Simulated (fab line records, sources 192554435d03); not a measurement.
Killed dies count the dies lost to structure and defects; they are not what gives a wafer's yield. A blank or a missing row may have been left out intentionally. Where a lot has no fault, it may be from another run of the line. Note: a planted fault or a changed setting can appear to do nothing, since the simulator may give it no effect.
fab line records    flow n5-finfet
record lots=10  wafers=30  last-day=19
route steps=1938 shown BEOL_M10@1471 PASSIVATION@1936
lots untouched by any fault: they come from a run of this same line in which no faults occurred
start-h: hours from the record's opening day to when the first of the lot's shown wafers began    wait-h: time in hours since the lot's previous step    " repeats the value in the row above    L1.1+2: several wafers, shown together as one row    - no value present, or no start provided    * or withheld: withheld    < > ~ a bound
route shown NAME@n: names a module that has steps shown in the file, with the first one's number in the route    usual: average and standard deviation across the fault-free wafers    same: alike in all rows    chamber/n: place in a boat    sites: readings site by site    _std_site: standard deviation across them    _edge_site: inner sites' mean taken away from outer sites' mean    radius-mm: for every site, how far away it sits from the centre of the wafer    mask NAME#n: copy n    behind: the most recent tool/chamber to have shaped the wafer    hold: cause of the lot's hold/its duration in hours/its outcome    device: the n, p or np transistor that did not switch    end of line: at the end of the route, the tests of the same wafers    where a step has no rows: the recipe by itself    killed: dies lost to structure and defects at the first sort, not the wafer's yield    map: shows each die of a wafer: x if killed, . if not, _ if none is there
set.NAME: the run value of the setting; set.NAME@STEP: its run value at that earlier step    model.NAME: the simulator's own value behind a step, which no gauge read
steps of the route over a sample of lots; a table a step, a row a wafer
services: when a tool's chamber went out of use (start-h, in hours from the record's first day, below 0 if earlier), for how many hours, and the reason
## steps
# step N5_BEOL_M10_CURE_71
# recipe temp-c=385  time-s=240  ambient=He/Ar  material=SiCOH_lowk
# usual lamp-power-pct=52.31/0.053  wafer_temp_C_max=387.3/0.65
lot.wafer  tool        chamber  start-h  wait-h  lamp-power-pct  wafer_temp_C_max
L830.2     uv-cure-03  2        243.00   0.1     52.28           387.2
L830.3     "           2        "        "       52.33           387.3
L830.5     "           2        "        "       52.25           387.4
L836.3     uv-cure-03  1        280.68   0.4     52.32           386.4
L836.5     "           1        "        "       52.38           386.3
L836.6     "           1        "        "       52.36           386.5
L838.1     uv-cure-01  2        298.25   0.0     52.30           387.4
L838.3     "           2        "        "       52.21           388.5
L838.4     "           2        "        "       52.27           388.0
L839.1     uv-cure-03  2        302.68   0.0     52.25           387.6
L839.3     "           2        "        "       52.34           387.0
L839.5     "           2        "        "       52.35           387.6
L840.2     uv-cure-02  0        309.92   0.1     52.40           386.4
L840.4     "           0        "        "       52.26           386.3
L840.6     "           0        "        "       52.36           386.6
L842.1     uv-cure-02  0        310.40   0.0     52.36           386.1
L842.3     "           0        "        "       52.30           387.0
L842.4     "           0        "        "       52.28           386.6
L841.1     uv-cure-03  1        320.36   0.0     52.29           386.6
L841.4     "           1        "        "       52.29           386.7
L841.5     "           1        "        "       52.25           386.6
L847.2     uv-cure-01  2        349.39   0.2     52.41           387.4
L847.5     "           2        "        "       52.32           387.0
L847.6     "           2        "        "       52.30           388.2
L852.1     uv-cure-01  2        383.45   0.0     52.27           387.9
L852.3     "           2        "        "       52.21           387.3
L852.4     "           2        "        "       52.32           388.0
L853.2     uv-cure-01  2        391.97   0.2     52.29           387.3
L853.3     "           2        "        "       52.25           388.6
L853.5     "           2        "        "       52.25           388.1
# step N5_BEOL_M10_STRIP_67
# recipe chemistry=CF4  resist=SiARC  power-w=300  bias-power-w=75  pressure-mtorr=50  cf4-flow-sccm=150  rf-frequency-hz=6e+07
# usual drypump-motor-current-A=5.9/0.49  oes-product-au=0.79/0.075  power-w=299.9/0.87  rf-vpp-V=272.0/1.4  showerhead-plenum-p-Torr=1.83/0.051  throttle-valve-pct=13.59/0.24
lot.wafer  tool         chamber  start-h  wait-h  drypump-motor-current-A  oes-product-au  power-w  rf-hours-counter-h  rf-vpp-V  showerhead-plenum-p-Torr  throttle-valve-pct
L830.2     rie-diel-02  0        245.78   0.0     6.2                      0.71            301.2    204                 272.8     1.86                      13.69
L830.3     "            3        "        "       5.8                      0.81            298.8    114                 272.8     1.88                      13.73
L830.5     "            1        "        "       5.0                      0.84            300.8    -                   270.4     1.75                      13.46
L836.3     rie-diel-05  3        282.52   0.0     6.4                      0.70            299.4    227                 272.5     1.84                      13.91
L836.5     "            3        "        "       6.4                      0.70            301.0    -                   272.6     1.84                      13.90
L836.6     "            0        "        "       5.7                      0.72            299.4    -                   272.8     1.86                      13.80
L838.1     rie-diel-05  3        302.15   0.0     6.4                      0.69            301.0    233                 271.1     1.84                      13.92
L838.3     "            1        "        "       4.9                      0.82            299.2    90                  270.2     1.73                      13.38
L838.4     "            0        "        "       5.7                      0.72            297.2    173                 273.3     1.86                      13.80
L839.1     rie-diel-05  3        306.26   0.0     6.4                      0.70            301.6    235                 271.9     1.84                      13.92
L839.3     "            0        "        "       5.7                      0.71            299.2    175                 272.7     1.86                      13.81
L839.5     "            3        "        "       6.3                      0.69            301.3    -                   272.1     1.84                      13.94
L840.2     rie-diel-05  0        311.67   0.0     5.7                      0.72            301.6    177                 273.3     1.86                      13.82
L840.4     "            3        "        "       6.3                      0.69            299.2    237                 272.0     1.84                      13.92
L840.6     "            1        "        "       4.9                      0.82            300.8    -                   270.8     1.73                      13.38
L842.1     rie-diel-05  3        312.65   0.0     6.3                      0.69            299.7    237                 273.6     1.84                      13.93
L842.3     "            2        "        "       5.9                      0.89            300.2    15                  271.5     1.84                      13.07
L842.4     "            1        "        "       4.9                      0.82            300.7    93                  270.1     1.73                      13.39
L841.1     rie-diel-03  1        323.98   0.0     6.7                      0.71            301.1    224                 272.6     1.84                      13.47
L841.4     "            2        "        "       5.8                      0.80            299.6    87                  273.6     1.88                      13.71
L841.5     "            3        "        "       6.1                      0.72            299.2    -                   271.4     1.78                      13.78
L847.2     rie-diel-02  0        352.12   0.0     6.2                      0.69            299.2    241                 270.9     1.85                      13.80
L847.5     "            3        "        "       5.8                      0.77            298.1    -                   272.6     1.87                      13.83
L847.6     "            2        "        "       6.1                      0.84            298.7    -                   273.0     1.89                      13.53
L852.1     rie-diel-05  0        386.77   0.0     5.7                      0.70            300.1    196                 271.2     1.85                      13.86
L852.3     "            2        "        "       5.9                      0.85            299.9    42                  272.6     1.83                      13.15
L852.4     "            3        "        "       6.4                      0.99            299.5    -                   271.6     1.84                      13.39
L853.2     rie-diel-03  2        394.56   0.0     5.8                      0.77            302.1    117                 272.5     1.87                      13.77
L853.3     "            0        "        "       6.4                      0.80            299.2    88                  271.7     1.82                      13.42
L853.5     "            0        "        "       6.4                      0.80            299.8    -                   269.9     1.82                      13.42
# step N5_BEOL_M10_HM_OPEN_17
# recipe chemistry=Cl2/BCl3  target-depth-a=200  overetch-a=60  target=TiN  mask-material=SOC  ion-energy-ev=150  pressure-mtorr=10  icp-w=1000  bias-w=126  Cl2_flow_sccm=53.25  bcl3-flow-sccm=21.75  Ar_flow_sccm=25
# usual bcl3-flow-sccm=21.74/0.065  drypump-motor-current-A=5.5/0.4  he-backside-leak-sccm=3.40/0.28  oes-product-au=0.66/0.099  throttle-valve-pct=22.17/0.22
lot.wafer  tool          chamber  start-h  wait-h  bcl3-flow-sccm  drypump-motor-current-A  he-backside-leak-sccm  oes-product-au  rf-hours-counter-h  throttle-valve-pct
L830.2     rie-metal-03  0        245.82   0.0     21.81           5.4                      3.59                   0.80            5                   22.20
L830.3     "             1        "        "       21.75           5.2                      3.07                   0.73            -                   21.89
L830.5     "             0        "        "       21.74           5.3                      3.44                   0.80            -                   22.22
L836.3     rie-metal-01  1        282.59   0.1     21.83           6.1                      3.10                   0.55            -                   22.21
L836.5     "             1        "        "       21.77           6.1                      3.09                   0.56            -                   22.21
L836.6     "             0        "        "       21.79           5.1                      3.68                   0.56            -                   22.47
L838.1     rie-metal-01  0        302.19   0.0     21.81           5.1                      3.73                   0.56            99                  22.44
L838.3     "             0        "        "       21.69           5.1                      3.84                   0.56            -                   22.47
L838.4     "             0        "        "       21.79           5.1                      3.71                   0.56            -                   22.46
L839.1     rie-metal-03  1        306.30   0.0     21.85           5.2                      3.11                   0.70            27                  21.89
L839.3     "             0        "        "       21.67           5.4                      3.39                   0.76            -                   22.23
L839.5     "             0        "        "       21.60           5.3                      3.40                   0.76            -                   22.24
L840.2     rie-metal-01  1        311.72   0.0     21.70           6.1                      3.12                   0.56            95                  22.22
L840.4     "             0        "        "       21.68           5.1                      3.67                   0.56            -                   22.47
L840.6     "             0        "        "       21.77           5.1                      3.69                   0.56            -                   22.49
L842.1     rie-metal-01  1        312.70   0.0     21.83           6.1                      3.50                   0.56            95                  22.22
L842.3     "             1        "        "       21.73           6.1                      3.50                   0.56            -                   22.21
L842.4     "             0        "        "       21.76           5.1                      3.62                   0.56            -                   22.46
L841.1     rie-metal-01  1        324.02   0.0     21.76           6.1                      3.11                   0.56            96                  22.22
L841.4     "             1        "        "       21.79           6.1                      3.36                   0.56            -                   22.22
L841.5     "             0        "        "       21.71           5.1                      3.89                   0.56            -                   22.48
L847.2     rie-metal-02  1        352.16   0.0     21.81           5.8                      3.63                   0.76            14                  21.94
L847.5     "             1        "        "       21.68           5.8                      3.39                   0.76            -                   21.94
L847.6     "             0        "        "       21.68           5.3                      3.33                   0.80            -                   21.83
L852.1     rie-metal-01  1        386.81   0.0     21.75           6.1                      3.16                   0.55            103                 22.23
L852.3     "             1        "        "       21.72           6.1                      3.17                   0.54            -                   22.24
L852.4     "             1        "        "       21.72           6.1                      2.98                   0.54            -                   22.26
L853.2     rie-metal-03  1        394.60   0.0     21.72           5.2                      3.30                   0.69            36                  21.92
L853.3     "             1        "        "       21.74           5.2                      3.19                   0.68            -                   21.93
L853.5     "             1        "        "       21.73           5.2                      3.29                   0.69            -                   21.92
# step N5_BEOL_M10_STRIP_19
# recipe chemistry=O2  power-w=400  temp-c=40  pressure-mtorr=30  rf-frequency-hz=6e+07  bias-power-w=0  overash-fraction=0.2  o2-flow-sccm=225
# usual drypump-motor-current-A=5.9/0.53  oes-product-au=0.78/0.072  rf-vpp-V=3.7/0.6  showerhead-plenum-p-Torr=2.14/0.058  throttle-valve-pct=16.66/0.2
lot.wafer  tool         chamber  start-h  wait-h  drypump-motor-current-A  oes-product-au  rf-hours-counter-h  rf-vpp-V  showerhead-plenum-p-Torr  throttle-valve-pct
L830.2     rie-diel-03  2        245.93   0.1     5.8                      0.84            54                  4.6       2.22                      16.78
L830.3     "            1        "        "       6.7                      0.72            199                 3.5       2.16                      16.44
L830.5     "            1        "        "       6.7                      0.72            -                   5.1       2.16                      16.44
L836.3     rie-diel-05  0        282.67   0.1     5.7                      0.71            166                 4.4       2.18                      16.84
L836.5     "            1        "        "       4.9                      0.83            -                   2.9       2.05                      16.56
L836.6     "            0        "        "       5.7                      0.71            -                   2.7       2.18                      16.83
L838.1     rie-diel-02  1        302.45   0.2     5.0                      0.83            77                  2.8       2.04                      16.60
L838.3     "            2        "        "       6.1                      0.87            31                  3.1       2.22                      16.61
L838.4     "            0        "        "       6.2                      0.69            222                 3.0       2.15                      16.74
L839.1     rie-diel-05  2        306.55   0.2     5.9                      0.92            13                  3.2       2.16                      16.23
L839.3     "            1        "        "       4.9                      0.81            91                  3.0       2.04                      16.61
L839.5     "            0        "        "       5.7                      0.72            -                   4.0       2.17                      16.84
L840.2     rie-diel-05  3        311.88   0.1     6.4                      0.68            237                 3.8       2.15                      16.96
L840.4     "            0        "        "       5.7                      0.71            177                 4.0       2.17                      16.84
L840.6     "            2        "        "       5.9                      0.92            -                   3.7       2.15                      16.23
L842.1     rie-diel-05  0        312.95   0.2     5.7                      0.70            178                 3.2       2.17                      16.88
L842.3     "            2        "        "       5.9                      0.91            15                  3.8       2.15                      16.21
L842.4     "            3        "        "       6.4                      0.68            237                 3.4       2.15                      16.95
L841.1     rie-diel-02  0        324.14   0.1     6.2                      0.68            229                 4.0       2.15                      16.76
L841.4     "            3        "        "       5.8                      0.78            141                 3.1       2.18                      16.86
L841.5     "            0        "        "       6.2                      0.69            -                   3.7       2.15                      16.75
L847.2     rie-diel-02  1        352.29   0.1     5.0                      0.82            97                  4.6       2.03                      16.68
L847.5     "            0        "        "       6.2                      0.69            -                   4.0       2.15                      16.78
L847.6     "            1        "        "       5.0                      0.81            -                   3.2       2.03                      16.67
L852.1     rie-diel-03  2        387.07   0.2     5.8                      0.78            113                 2.6       2.20                      16.90
L852.3     "            3        "        "       6.1                      0.70            236                 3.7       2.07                      16.84
L852.4     "            0        "        "       6.4                      0.80            -                   2.4       2.12                      16.51
L853.2     rie-diel-05  0        394.72   0.1     5.7                      0.69            200                 4.2       2.16                      16.90
L853.3     "            1        "        "       4.9                      0.79            114                 3.6       2.04                      16.64
L853.5     "            1        "        "       4.9                      0.80            -                   3.9       2.04                      16.62
# step N5_BEOL_M10_INSPECT_30
# recipe mode=adi  inspect-instrument=brightfield
# usual raw-defect-count=417/97
lot.wafer  tool               chamber  start-h  wait-h  raw-defect-count
L830.2     defect-inspect-01  -        249.14   0.0     408
L830.3     "                  -        "        "       356
L830.5     "                  -        "        "       307
L836.3     defect-inspect-01  -        285.23   0.0     279
L836.5     "                  -        "        "       281
L836.6     "                  -        "        "       279
L838.1     defect-inspect-01  -        305.38   0.0     553
L838.3     "                  -        "        "       403
L838.4     "                  -        "        "       494
L839.1     defect-inspect-01  -        307.08   0.0     422
L839.3     "                  -        "        "       438
L839.5     "                  -        "        "       339
L840.2     defect-inspect-01  -        312.41   0.0     419
L840.4     "                  -        "        "       493
L840.6     "                  -        "        "       845
L842.1     defect-inspect-02  -        315.93   0.0     730
L842.3     "                  -        "        "       823
L842.4     "                  -        "        "       660
L841.1     defect-inspect-01  -        324.55   0.0     349
L841.4     "                  -        "        "       562
L841.5     "                  -        "        "       339
L847.2     defect-inspect-02  -        356.30   0.0     345
L847.5     "                  -        "        "       409
L847.6     "                  -        "        "       303
L852.1     defect-inspect-01  -        389.50   0.0     322
L852.3     "                  -        "        "       292
L852.4     "                  -        "        "       486
L853.2     defect-inspect-02  -        398.87   0.0     481
L853.3     "                  -        "        "       282
L853.5     "                  -        "        "       406
# step N5_PASSIVATION_PROBE_49
# usual defect-limited-yield=91.5/1.3  killed_at_M0_to_M3=33/10  killed_at_M4_up=13/4  killed-at-contacts=12/6.3  killed-at-front-end=39/11  killed-at-other=3.4/2.6  killed-dies=100/15  killed-open=65/11  killed-short=34/7.8  sort_bin_5_function=5.0/0.89  sort_bin_6_memory=3.2/0.58  sort-n-pass=1080/15  sort-yield-pct=91.5/1.3
# same gross-dies=1180  killed-at-back-side=0  sort_bin_4_leakage[%]=0  sort_bin_8_speed[%]=0
lot.wafer  tool       chamber  start-h  wait-h  defect-limited-yield[%]  killed_at_M0_to_M3  killed_at_M4_up  killed-at-contacts  killed-at-front-end  killed-at-other  killed-dies  killed-open  killed-short  sort_bin_5_function[%]  sort_bin_6_memory[%]  sort-n-pass  sort-yield-pct[%]
L842.1     prober-01  -        363.44   0.0     92.9                     31                  13               3                   34                   3                84           55           29            3.9                     2.8                   1096         92.9
L842.3     prober-01  -        363.54   0.1     83.1                     56                  107              12                  21                   3                199          70           31            9.7                     5.4                   981          83.1
L842.4     prober-01  -        363.59   0.2     92.7                     18                  15               8                   45                   0                86           51           34            4.6                     2.2                   1094         92.7
L840.2     prober-01  -        369.42   0.1     90.1                     50                  12               7                   43                   5                117          74           42            5.5                     4.1                   1063         90.1
L840.4     prober-01  -        369.52   0.2     91.8                     39                  12               23                  16                   7                97           55           39            4.7                     3.2                   1083         91.8
L840.6     prober-01  -        369.62   0.3     83.9                     36                  98               22                  31                   3                190          71           30            10.9                    4.0                   990          83.9
# killed by level:class
L842.1 FIN_SAQP:geometric-particle:short=13 BEOL_M3:geometric-particle:open=7 FIN_SAQP:geometric-particle:open=6 STI_FIN_REVEAL:geometric-particle:open=6 BEOL_M0_SAQP:geometric-particle:open=5 DUMMY_GATE:geometric-particle:open=4 BEOL_M0_SAQP:geometric-particle:short=4 BEOL_M0:geometric-particle:open=4
L842.3 BEOL_M10:unspecified=96 BEOL_M2:geometric-particle:open=13 BEOL_M1:geometric-particle:open=10 MOL_CONTACT_COAG:geometric-particle:open=9 BEOL_M0_SAQP:geometric-particle:open=8 BEOL_M3:geometric-particle:open=6 BEOL_M0_SAQP:geometric-particle:short=6 BEOL_M0:geometric-particle:open=6
L842.4 FIN_SAQP:geometric-particle:short=7 GATE_CUT:geometric-particle:short=6 GATE_CUT:geometric-particle:open=6 FIN_SAQP:geometric-particle:open=5 DUMMY_GATE:geometric-particle:open=5 BEOL_M1:geometric-particle:open=4 MOL_CONTACT_COAG:geometric-particle:short=4 MOL_CONTACT_COAG:geometric-particle:open=4
L840.2 FIN_SAQP:geometric-particle:open=15 BEOL_M0_SAQP:geometric-particle:open=13 FIN_SAQP:geometric-particle:short=12 BEOL_M0_SAQP:geometric-particle:short=12 BEOL_M3:geometric-particle:open=11 MOL_CONTACT_COAG:geometric-particle:open=7 BEOL_M1:geometric-particle:open=6 BEOL_M4:geometric-particle:open=6
L840.4 MOL_CONTACT_COAG:geometric-particle:open=14 BEOL_M0_SAQP:geometric-particle:short=11 BEOL_M3:geometric-particle:open=11 MOL_CONTACT_COAG:geometric-particle:short=9 BEOL_M2:geometric-particle:open=6 FIN_SAQP:geometric-particle:short=5 BEOL_M0_SAQP:geometric-particle:open=5 FIN_SAQP:geometric-particle:open=4
L840.6 BEOL_M10:unspecified=88 MOL_CONTACT_COAG:geometric-particle:open=16 BEOL_M3:geometric-particle:open=11 BEOL_M0_SAQP:geometric-particle:open=10 FIN_SAQP:geometric-particle:short=9 FIN_SAQP:geometric-particle:open=8 STI_FIN_REVEAL:geometric-particle:open=7 MOL_CONTACT_COAG:geometric-particle:short=6
## services
tool          chamber  start-h  hours  kind
uv-cure-01    -        220.60   2.1    pm
rie-diel-03   1        222.81   2.7    repair
rie-metal-03  -        228.89   0.2    repair
rie-diel-02   0        236.29   1.6    repair
rie-diel-05   2        248.47   1.5    repair
rie-diel-05   2        250.18   -      clean
rie-diel-05   2        250.18   -      consumable-replace:focus-ring
rie-diel-05   2        250.18   13.4   scheduled-down
rie-diel-05   2        250.18   13.4   vent-cycle
rie-diel-03   0        253.76   5.9    repair
rie-diel-05   1        276.26   3.2    repair
rie-metal-01  1        285.68   20.6   repair
uv-cure-02    -        291.28   1.2    repair
rie-diel-05   -        322.76   14.6   pm
uv-cure-03    -        331.52   1.0    pm
rie-metal-02  -        331.56   0.9    repair
rie-diel-05   0        341.64   21.4   repair
uv-cure-03    -        345.35   7.5    pm
uv-cure-03    -        357.68   14.6   pm
rie-diel-05   3        363.02   -      clean
rie-diel-05   3        363.02   -      consumable-replace:focus-ring
rie-diel-05   1        364.89   25.3   repair
rie-diel-03   3        373.30   4.5    repair
rie-diel-02   0        377.03   1.3    repair
## key
first-sign step=N5_BEOL_M10_INSPECT_30  reading=raw-defect-count  direction=up  sigmas=4.3  usual=417  struck=834
effect step=N5_PASSIVATION_PROBE_49  reading=killed_at_M4_up  direction=up  sigmas=22  usual=13  struck=102
more-kills-born-at N5_BEOL_M10_STRIP_19@rie-diel-05=184
met-at N5_BEOL_M10_STRIP_19
struck-lots L840,L842
struck-wafers L840.6,L842.3
not-acting-at N5_BEOL_M10_CURE_71,N5_BEOL_M10_STRIP_67,N5_BEOL_M10_HM_OPEN_17
onset-between 306.55 311.88
fault kind=chamber-particle-source  tool=rie-diel-05  chamber=2  onset-h=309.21  steps=N5_BEOL_M10_STRIP_19  rate-per-visit-cm2=0.3985  end-h=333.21
